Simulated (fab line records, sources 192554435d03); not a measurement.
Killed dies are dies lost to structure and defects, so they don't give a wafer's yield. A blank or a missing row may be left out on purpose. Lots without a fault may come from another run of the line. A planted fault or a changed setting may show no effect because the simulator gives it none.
Which tool did it? | flow n5_finfet | 14 lots, 42 wafers sampled, at 4 steps of a route of 1938

WHAT THE GAUGES READ, wafer by wafer
The record holds no reading of a measuring or inspecting step that can be judged against a usual standard deviation.

WHICH TOOL RAN EACH LOT (tool, then ch and the chambers of the sampled wafers, then the start)
lot  | N5_BEOL_M6_ANNEAL_51             | N5_BEOL_M7_ILD_DEP_00           | N5_BEOL_M7_PECVD_70             | N5_BEOL_M7_PEB_09
L417 | rtp_anneal-01 ch 0, day 10 14:46 | pecvd-04 ch 0,1,2, day 10 15:37 | pecvd-04 ch 1,2, day 10 16:14   | litho_track-05 ch 0, day 10 17:50
L420 | rtp_anneal-02 ch 0, day 11 19:47 | pecvd-04 ch 0,2, day 11 20:35   | pecvd-02 ch 0,1, day 11 21:11   | litho_track-05 ch 0, day 11 21:57
L421 | rtp_anneal-02 ch 0, day 12 01:23 | pecvd-04 ch 0,1,2, day 12 02:30 | pecvd-04 ch 0,1,2, day 12 03:09 | litho_track-01 ch 0, day 12 04:57
L422 | rtp_anneal-01 ch 0, day 12 05:43 | pecvd-01 ch 0,1, day 12 06:47   | pecvd-04 ch 1,2, day 12 07:24   | litho_track-02 ch 0, day 12 08:29
L423 | rtp_anneal-02 ch 0, day 12 19:41 | pecvd-04 ch 1,2, day 12 20:28   | pecvd-04 ch 0,2, day 12 21:05   | litho_track-01 ch 0, day 12 23:35
L424 | rtp_anneal-01 ch 0, day 13 05:16 | pecvd-04 ch 0,1, day 13 06:04   | pecvd-01 ch 0,1, day 13 06:43   | litho_track-05 ch 0, day 13 07:52
L426 | rtp_anneal-02 ch 0, day 13 12:22 | pecvd-04 ch 1,2, day 13 13:06   | pecvd-01 ch 0,1,2, day 13 13:43 | litho_track-05, day 13 16:01
L428 | rtp_anneal-02 ch 0, day 13 21:34 | pecvd-04 ch 0,1,2, day 13 22:20 | pecvd-02 ch 0,1,2, day 13 22:56 | litho_track-02, day 14 00:33
L433 | rtp_anneal-01 ch 0, day 14 20:50 | pecvd-04 ch 0,2, day 14 21:31   | pecvd-01 ch 0,1, day 14 22:10   | litho_track-05 ch 0, day 14 23:09
L435 | rtp_anneal-01 ch 0, day 15 15:58 | pecvd-01 ch 0,2, day 15 16:45   | pecvd-04 ch 0,2, day 15 17:22   | litho_track-01 ch 0, day 15 20:39
L436 | rtp_anneal-01 ch 0, day 16 03:07 | pecvd-01 ch 0,1, day 16 03:56   | pecvd-04 ch 1,2, day 16 05:02   | litho_track-01 ch 0, day 16 05:59
L438 | rtp_anneal-01 ch 0, day 16 05:12 | pecvd-04 ch 1,2, day 16 05:56   | pecvd-01 ch 0,1, day 16 06:33   | litho_track-02 ch 0, day 16 09:26
L439 | rtp_anneal-02 ch 0, day 16 07:50 | pecvd-04 ch 0,2, day 16 08:35   | pecvd-04 ch 0,1,2, day 16 09:11 | litho_track-02 ch 0, day 16 10:03
L440 | rtp_anneal-02 ch 0, day 16 15:11 | pecvd-01 ch 0,2, day 16 16:07   | pecvd-01 ch 0,2, day 16 16:59   | litho_track-02 ch 0, day 16 18:46
- N5_BEOL_M6_ANNEAL_51: time 90 s.
- N5_BEOL_M7_ILD_DEP_00: deposits SiCOH lowk from DEMS/porogen, target thk 179.75 nm, time 33.4 s.
- N5_BEOL_M7_PECVD_70: deposits SiO2 from TEOS/O2, target thk 20 nm, time 22.7 s.
- N5_BEOL_M7_PEB_09: peb time 60 s.

WHAT THE TOOLS THEMSELVES READ (means of the sampled wafers that have a number; where no wafer has one, the mark that the record gives instead)
N5_BEOL_M6_ANNEAL_51. Usual: wafer_temp_C_max 226.00, standard deviation 0.28.
lot  | tool          | wafer_temp_C_max | flag
L417 | rtp_anneal-01 | 226.09           |
L420 | rtp_anneal-02 | 226.04           |
L421 | rtp_anneal-02 | 225.67           |
L422 | rtp_anneal-01 | 225.68           |
L423 | rtp_anneal-02 | 225.96           |
L424 | rtp_anneal-01 | 225.76           |
L426 | rtp_anneal-02 | 226.05           |
L428 | rtp_anneal-02 | 226.16           |
L433 | rtp_anneal-01 | 226.01           |
L435 | rtp_anneal-01 | 225.87           |
L436 | rtp_anneal-01 | 226.07           |
L438 | rtp_anneal-01 | 225.85           |
L439 | rtp_anneal-02 | 225.66           |
L440 | rtp_anneal-02 | 225.93           |

N5_BEOL_M7_ILD_DEP_00. Usual: heater_power_w 331 W, standard deviation 58; showerhead_plenum_p_Torr 5.746 Torr, standard deviation 0.019; throttle_valve_pct 13.7 %, standard deviation 0.71.
lot  | tool     | heater_power_w (W) | showerhead_plenum_p_Torr (Torr) | throttle_valve_pct (%) | flag
L417 | pecvd-04 | 357                | 5.734                           | 13.8                   |
L420 | pecvd-04 | 381                | 5.748                           | 13.6                   |
L421 | pecvd-04 | 352                | 5.741                           | 13.5                   |
L422 | pecvd-01 | 311                | 5.750                           | 14.1                   |
L423 | pecvd-04 | 337                | 5.729                           | 13.1                   |
L424 | pecvd-04 | 288                | 5.727                           | 13.6                   |
L426 | pecvd-04 | 393                | 5.738                           | 13.4                   |
L428 | pecvd-04 | 349                | 5.746                           | 13.7                   |
L433 | pecvd-04 | 367                | 5.753                           | 14.1                   |
L435 | pecvd-01 | 326                | 5.745                           | 13.2                   |
L436 | pecvd-01 | 278                | 5.774                           | 14.7                   |
L438 | pecvd-04 | 352                | 5.733                           | 13.3                   |
L439 | pecvd-04 | 332                | 5.752                           | 14.2                   |
L440 | pecvd-01 | 330                | 5.749                           | 13.0                   |

N5_BEOL_M7_PECVD_70. Usual: heater_power_w 741 W, standard deviation 93; showerhead_plenum_p_Torr 8.82 Torr, standard deviation 0.084; throttle_valve_pct 22.2 %, standard deviation 1.2.
lot  | tool     | heater_power_w (W) | showerhead_plenum_p_Torr (Torr) | throttle_valve_pct (%) | flag
L417 | pecvd-04 | 726                | 8.74                            | 21.4                   |
L420 | pecvd-02 | 655                | 8.79                            | 22.5                   |
L421 | pecvd-04 | 822                | 8.80                            | 22.0                   |
L422 | pecvd-04 | 894                | 8.79                            | 21.6                   |
L423 | pecvd-04 | 819                | 8.87                            | 22.1                   |
L424 | pecvd-01 | 638                | 8.86                            | 22.6                   |
L426 | pecvd-01 | 729                | 8.89                            | 22.2                   |
L428 | pecvd-02 | 731                | 8.80                            | 22.5                   |
L433 | pecvd-01 | 732                | 8.86                            | 22.7                   |
L435 | pecvd-04 | 735                | 8.84                            | 22.8                   |
L436 | pecvd-04 | 735                | 8.74                            | 21.4                   |
L438 | pecvd-01 | 754                | 8.86                            | 22.5                   |
L439 | pecvd-04 | 754                | 8.79                            | 22.0                   |
L440 | pecvd-01 | 754                | 8.83                            | 21.0                   |

N5_BEOL_M7_PEB_09. Usual: chill_plate_temp_C 22.98 C, standard deviation 0.093; exhaust_pa 44.8 Pa, standard deviation 1.
lot  | tool           | chill_plate_temp_C (C) | exhaust_pa (Pa) | flag
L417 | litho_track-05 | 22.85                  | 44.2            |
L420 | litho_track-05 | 23.03                  | 45.3            |
L421 | litho_track-01 | 23.05                  | 42.7            |
L422 | litho_track-02 | 22.89                  | 44.6            |
L423 | litho_track-01 | 23.08                  | 45.6            |
L424 | litho_track-05 | 23.02                  | 46.2            |
L426 | litho_track-05 | -                      | -               | OFF
L428 | litho_track-02 | -                      | -               | OFF
L433 | litho_track-05 | 23.02                  | 45.5            |
L435 | litho_track-01 | 23.04                  | 43.8            |
L436 | litho_track-01 | 22.85                  | 44.9            |
L438 | litho_track-02 | 22.98                  | 44.1            |
L439 | litho_track-02 | 22.96                  | 44.1            |
L440 | litho_track-02 | 23.03                  | 45.5            |

THE ANSWER, worked out from the rows above alone
Rule: a lot is off if the mean of its wafers that have a number lies more than 3 standard deviations from the usual mean. A lot without any number at a reading at which 4 lots or more have one is off too. The other lots that the step has rows for count as sound. The gauges are gone through in route order, then the tools' own readings, and for those a lot's mean is taken as printed above. The first step at which some lot is off is used, and at that step the reading that is off furthest; a lot without a number counts as furthest.
Off: L426, L428, at N5_BEOL_M7_PEB_09 (chill_plate_temp_C). Without a number there: L426, L428.
A tool fits if, at that step or a process step before it, it ran every lot that is off, and no sound lot after the first of them. None of those tried fits.

WHAT THE SIMULATOR HAD PUT IN
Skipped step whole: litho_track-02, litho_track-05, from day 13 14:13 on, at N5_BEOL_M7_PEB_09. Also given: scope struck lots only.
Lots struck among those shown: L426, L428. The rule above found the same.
